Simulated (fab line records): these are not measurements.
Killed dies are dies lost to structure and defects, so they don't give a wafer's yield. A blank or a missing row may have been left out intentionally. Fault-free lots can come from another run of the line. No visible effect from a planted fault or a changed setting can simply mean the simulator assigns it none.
Which of the tools did it? | flow nandHarc | 24 lots with 72 wafers sampled at 5 steps, on a route of 1302 steps

WHAT EACH GAUGE READ, for each wafer
NHARC_A_M0_THK_MEAS_24: measures by xrf. Usual: thkNm at 113.8 nm, with a standard deviation of 1.5.
lot  | measured     | on           | thkNm (nm)        | flag
L074 | day 22 14:19 | filmMetro-02 | 113.7 115.1 112.4 | 
L075 | day 23 18:22 | filmMetro-02 | 113.5 113.7 115.9 | 
L078 | day 24 09:20 | filmMetro-01 | 114.9 113.2 112.3 | 
L076 | day 24 10:23 | filmMetro-02 | 113.9 114.4 115.6 | 
L077 | day 24 13:56 | filmMetro-01 | 113.9 113.0 114.2 | 
L079 | day 24 22:44 | filmMetro-02 | 112.5 113.2 112.4 | 
L080 | day 25 21:43 | filmMetro-02 | 115.0 112.0 114.4 | 
L082 | day 25 23:26 | filmMetro-01 | 113.0 114.5 117.3 | 
L081 | day 26 03:47 | filmMetro-01 | 115.8 112.5 112.9 | 
L084 | day 26 16:10 | filmMetro-01 | 114.0 112.8 112.6 | 
L083 | day 26 19:41 | filmMetro-01 | 113.3 112.6 117.0 | 
L086 | day 27 15:55 | filmMetro-02 | 112.3 112.2 112.2 | 
L087 | day 27 23:08 | filmMetro-02 | 116.1 115.3 111.4 | 
L085 | day 28 01:10 | filmMetro-01 | 114.6 112.1 114.3 | 
L088 | day 28 04:36 | filmMetro-01 | 112.3 112.5 113.2 | 
L089 | day 28 12:25 | filmMetro-01 | 115.7 114.8 112.5 | 
L090 | day 29 01:22 | filmMetro-02 | 113.2 114.0 113.8 | 
L091 | day 29 18:05 | filmMetro-01 | 116.6 115.4 116.1 | 
L092 | day 30 09:31 | filmMetro-02 | 112.7 111.8 111.8 | 
L093 | day 31 05:10 | filmMetro-02 | 111.0 113.1 112.9 | 
L094 | day 31 10:15 | filmMetro-02 | 112.7 114.1 114.9 | 
L095 | day 31 11:29 | filmMetro-02 | 112.9 112.2 112.2 | 
L096 | day 31 17:01 | filmMetro-02 | 112.8 109.8 112.2 | 
L097 | day 31 22:37 | filmMetro-02 | 113.8 115.6 113.2 | 

NHARC_A_M1_CD_MEAS_09 targets a cd of 120 nm. Usual: cdNm at 120.2 nm, with a standard deviation of 0.78.
lot  | measured     | on       | cdNm (nm)         | flag
L074 | day 22 15:52 | cdSem-02 | 120.6 119.8 119.6 | 
L075 | day 23 19:54 | cdSem-01 | 120.3 120.5 120.2 | 
L078 | day 24 10:46 | cdSem-02 | 120.0 119.9 120.3 | 
L076 | day 24 11:49 | cdSem-03 | 120.4 120.1 119.2 | 
L077 | day 24 15:32 | cdSem-03 | 121.1 121.9 120.6 | 
L079 | day 25 00:10 | cdSem-03 | 120.2 119.3 118.8 | 
L080 | day 25 23:19 | cdSem-03 | 118.9 119.8 118.4 | 
L082 | day 26 01:30 | cdSem-02 | 121.1 121.5 121.9 | 
L081 | day 26 05:11 | cdSem-01 | 119.2 119.7 120.5 | 
L084 | day 26 17:43 | cdSem-02 | 119.9 119.9 119.7 | 
L083 | day 26 21:14 | cdSem-02 | 120.5 120.6 120.0 | 
L086 | day 27 17:20 | cdSem-03 | 119.8 119.8 119.4 | 
L087 | day 28 00:34 | cdSem-02 | 121.1 121.2 121.3 | 
L085 | day 28 02:36 | cdSem-03 | 119.5 119.8 119.1 | 
L088 | day 28 06:02 | cdSem-01 | 120.1 120.1 120.5 | 
L089 | day 28 13:50 | cdSem-03 | 120.7 120.4 120.4 | 
L090 | day 29 02:55 | cdSem-03 | 120.1 119.5 121.1 | 
L091 | day 29 19:30 | cdSem-01 | 119.0 119.1 119.6 | 
L092 | day 30 11:04 | cdSem-01 | 121.1 120.9 121.0 | 
L093 | day 31 06:41 | cdSem-02 | 118.6 119.1 119.1 | 
L094 | day 31 11:48 | cdSem-02 | 120.6 120.6 121.6 | 
L095 | day 31 13:02 | cdSem-03 | 121.1 121.3 120.7 | 
L096 | day 31 18:34 | cdSem-03 | 118.9 119.5 119.3 | 
L097 | day 32 00:12 | cdSem-03 | 120.4 119.9 119.0 | 

WHICH TOOL RAN EACH LOT (tool, then ch and the chambers of the sampled wafers, then the start)
lot  | NHARC_A_BLC_PVD_32                     | NHARC_A_BLC_CMP_25            | NHARC_A_M0_PRE_CLEAN_31
L074 | pvdSputter-03, day 22 10:38 or earlier | cmp-03 ch 0,3, day 22 10:38   | pecvd-03 ch 0,1,2, day 22 14:34
L075 | pvdSputter-01, day 23 14:32 or earlier | cmp-02 ch 1,3, day 23 14:32   | pecvd-01 ch 0,1,2, day 23 18:36
L078 | pvdSputter-02, day 24 05:32 or earlier | cmp-01 ch 0,1,3, day 24 05:32 | pecvd-03 ch 0,2, day 24 09:34
L076 | pvdSputter-03, day 24 06:40 or earlier | cmp-01 ch 2,3, day 24 06:40   | pecvd-02 ch 1,2, day 24 10:38
L077 | pvdSputter-01, day 24 09:58 or earlier | cmp-01 ch 0,1,2, day 24 09:58 | pecvd-02 ch 0,1,2, day 24 14:12
L079 | pvdSputter-01, day 24 18:38 or earlier | cmp-01 ch 0,1,2, day 24 18:38 | pecvd-02 ch 0,2, day 24 22:58
L080 | pvdSputter-01, day 25 18:01 or earlier | cmp-02 ch 0,1,3, day 25 18:01 | pecvd-02 ch 0,1, day 25 21:57
L082 | pvdSputter-01, day 25 19:46 or earlier | cmp-03 ch 1,2,3, day 25 19:46 | pecvd-03 ch 1,2, day 25 23:40
L081 | pvdSputter-03, day 25 23:34 or earlier | cmp-01 ch 1,2,3, day 25 23:34 | pecvd-03 ch 0,1, day 26 04:01
L084 | pvdSputter-03, day 26 12:31 or earlier | cmp-01 ch 0,3, day 26 12:31   | pecvd-02 ch 0,1,2, day 26 16:25
L083 | pvdSputter-03, day 26 16:01 or earlier | cmp-01 ch 0,2, day 26 16:01   | pecvd-02 ch 1,2, day 26 19:56
L086 | pvdSputter-02, day 27 12:16 or earlier | cmp-01 ch 1,2,3, day 27 12:16 | pecvd-02 ch 0,1, day 27 16:09
L087 | pvdSputter-01, day 27 19:21 or earlier | cmp-02 ch 2,3, day 27 19:21   | pecvd-03 ch 0,2, day 27 23:21
L085 | pvdSputter-03, day 27 21:07 or earlier | cmp-02 ch 0,2,3, day 27 21:07 | pecvd-03 ch 0,1,2, day 28 01:25
L088 | pvdSputter-01, day 28 00:53 or earlier | cmp-03 ch 1,3, day 28 00:53   | pecvd-01 ch 0,2, day 28 04:49
L089 | pvdSputter-01, day 28 08:46 or earlier | cmp-03 ch 0,1,2, day 28 08:46 | pecvd-03 ch 0,2, day 28 12:38
L090 | pvdSputter-01, day 28 21:40 or earlier | cmp-02 ch 0,2,3, day 28 21:40 | pecvd-02 ch 0,1, day 29 01:36
L091 | pvdSputter-03, day 29 14:18 or earlier | cmp-01 ch 2,3, day 29 14:18   | pecvd-01 ch 0,1, day 29 18:19
L092 | pvdSputter-01, day 30 05:41 or earlier | cmp-03 ch 0,1,3, day 30 05:41 | pecvd-01 ch 1,2, day 30 09:44
L093 | pvdSputter-03, day 31 01:25 or earlier | cmp-03 ch 1,2,3, day 31 01:25 | pecvd-01 ch 1,2, day 31 05:23
L094 | pvdSputter-03, day 31 06:23 or earlier | cmp-03 ch 0,3, day 31 06:23   | pecvd-02 ch 0,1, day 31 10:28
L095 | pvdSputter-01, day 31 07:40 or earlier | cmp-01 ch 0,2, day 31 07:40   | pecvd-01 ch 1,2, day 31 11:46
L096 | pvdSputter-01, day 31 13:01 or earlier | cmp-03 ch 1,2,3, day 31 13:01 | pecvd-01 ch 0,1,2, day 31 17:14
L097 | pvdSputter-01, day 31 18:57 or earlier | cmp-03 ch 1,2,3, day 31 18:57 | pecvd-02 ch 1,2, day 31 22:54
- NHARC_A_BLC_PVD_32: deposits Ti, target thk 5 nm, time 17.7 s.
- NHARC_A_BLC_CMP_25: polishes, t overpolish 30 s, target thk 150 nm.
- NHARC_A_M0_PRE_CLEAN_31: time 12 s.

AS READ BY THE TOOLS THEMSELVES (means over the sampled wafers that have a number; for cases with no such wafer, the mark the record gives instead)
NHARC_A_BLC_PVD_32. Usual: throttleValvePct at 29.6 %, with a standard deviation of 0.93.
lot  | tool          | throttleValvePct (%) | flag
L074 | pvdSputter-03 | 30.6                 | 
L075 | pvdSputter-01 | 29.4                 | 
L078 | pvdSputter-02 | 30.0                 | 
L076 | pvdSputter-03 | 29.7                 | 
L077 | pvdSputter-01 | 29.7                 | 
L079 | pvdSputter-01 | 29.9                 | 
L080 | pvdSputter-01 | 28.8                 | 
L082 | pvdSputter-01 | 29.8                 | 
L081 | pvdSputter-03 | 30.3                 | 
L084 | pvdSputter-03 | 29.5                 | 
L083 | pvdSputter-03 | 28.9                 | 
L086 | pvdSputter-02 | 29.8                 | 
L087 | pvdSputter-01 | 29.2                 | 
L085 | pvdSputter-03 | 30.0                 | 
L088 | pvdSputter-01 | 29.4                 | 
L089 | pvdSputter-01 | 29.0                 | 
L090 | pvdSputter-01 | 29.0                 | 
L091 | pvdSputter-03 | 29.6                 | 
L092 | pvdSputter-01 | 29.6                 | 
L093 | pvdSputter-03 | 30.6                 | 
L094 | pvdSputter-03 | 29.3                 | 
L095 | pvdSputter-01 | 29.4                 | 
L096 | pvdSputter-01 | 28.7                 | 
L097 | pvdSputter-01 | 28.9                 | 

NHARC_A_BLC_CMP_25. Usual: motorCurrentA 12.0 A, standard deviation 0.9; overpolishRunS 30.001 s, standard deviation 0.01; slurryFilterDpKPa 13.49 kPa, standard deviation 0.12; timeToEndpointS 30.5 s, standard deviation 2.7.
lot  | tool   | motorCurrentA (A) | overpolishRunS (s) | slurryFilterDpKPa (kPa) | timeToEndpointS (s) | flag
L074 | cmp-03 | 12.7              | 30.008             | 13.32                   | 32.7                | 
L075 | cmp-02 | 12.6              | 30.001             | 13.49                   | 27.9                | 
L078 | cmp-01 | 12.1              | 30.012             | 13.61                   | 29.7                | 
L076 | cmp-01 | 11.9              | 30.010             | 13.47                   | 31.7                | 
L077 | cmp-01 | 11.1              | 30.003             | 13.53                   | 31.8                | 
L079 | cmp-01 | 11.4              | 29.996             | 13.59                   | 33.2                | 
L080 | cmp-02 | 12.7              | 29.991             | 13.41                   | 29.7                | 
L082 | cmp-03 | 12.5              | 30.005             | 13.45                   | 32.1                | 
L081 | cmp-01 | 11.6              | 30.006             | 13.49                   | 32.5                | 
L084 | cmp-01 | 12.2              | 29.997             | 13.53                   | 29.6                | 
L083 | cmp-01 | 11.2              | 30.006             | 13.43                   | 33.0                | 
L086 | cmp-01 | 11.8              | 30.005             | 13.43                   | 31.0                | 
L087 | cmp-02 | 12.2              | 29.993             | 13.42                   | 27.9                | 
L085 | cmp-02 | 11.7              | 29.989             | 13.50                   | 29.0                | 
L088 | cmp-03 | 13.0              | 30.009             | 13.52                   | 29.3                | 
L089 | cmp-03 | 11.9              | 30.002             | 13.39                   | 32.7                | 
L090 | cmp-02 | 12.0              | 30.001             | 13.52                   | 27.7                | 
L091 | cmp-01 | 12.0              | 29.996             | 13.38                   | 31.1                | 
L092 | cmp-03 | 12.8              | 29.996             | 13.49                   | 32.5                | 
L093 | cmp-03 | 12.7              | 29.990             | 13.53                   | 31.0                | 
L094 | cmp-03 | 13.3              | 30.005             | 13.39                   | 28.6                | 
L095 | cmp-01 | 11.1              | 30.005             | 13.42                   | 30.9                | 
L096 | cmp-03 | 12.2              | 30.007             | 13.53                   | 30.5                | 
L097 | cmp-03 | 12.3              | 30.001             | 13.45                   | 30.1                | 

NHARC_A_M0_PRE_CLEAN_31. Usual: heaterPowerW 663 W, standard deviation 87; susceptorTempC 370.01 C, standard deviation 0.24.
lot  | tool     | heaterPowerW (W) | susceptorTempC (C) | flag
L074 | pecvd-03 | 640              | 370.03             | 
L075 | pecvd-01 | 621              | 369.83             | 
L078 | pecvd-03 | 654              | 369.89             | 
L076 | pecvd-02 | 799              | 369.83             | 
L077 | pecvd-02 | 740              | 370.01             | 
L079 | pecvd-02 | 670              | 369.95             | 
L080 | pecvd-02 | 666              | 370.18             | 
L082 | pecvd-03 | 585              | 370.19             | 
L081 | pecvd-03 | 618              | 370.01             | 
L084 | pecvd-02 | 741              | 369.91             | 
L083 | pecvd-02 | 762              | 369.88             | 
L086 | pecvd-02 | 639              | 369.96             | 
L087 | pecvd-03 | 630              | 370.25             | 
L085 | pecvd-03 | 657              | 370.06             | 
L088 | pecvd-01 | 626              | 369.68             | 
L089 | pecvd-03 | 600              | 369.97             | 
L090 | pecvd-02 | 764              | 370.12             | 
L091 | pecvd-01 | 541              | 369.85             | 
L092 | pecvd-01 | 640              | 369.91             | 
L093 | pecvd-01 | 580              | 369.97             | 
L094 | pecvd-02 | 768              | 370.15             | 
L095 | pecvd-01 | 628              | 370.22             | 
L096 | pecvd-01 | 615              | 370.02             | 
L097 | pecvd-02 | 808              | 369.89             | 

THE ANSWER, worked out from the rows above alone
Rule: lot off if the mean of its wafers having a number is beyond 3 standard deviations from the usual mean. Also off: a lot with no number at a reading for which 4 or more lots have one. Where the step has rows for the other lots, those lots are counted as sound. Order of review: gauges by route order, followed by the tools' own readings, for which a lot's mean as printed above is used. The first step at which some lot is off is used, and at that step the reading that is off furthest; a lot without a number counts as furthest.
None of the lots is off at any reading shown; this tells nothing.

WHAT WAS PUT IN BY THE SIMULATOR
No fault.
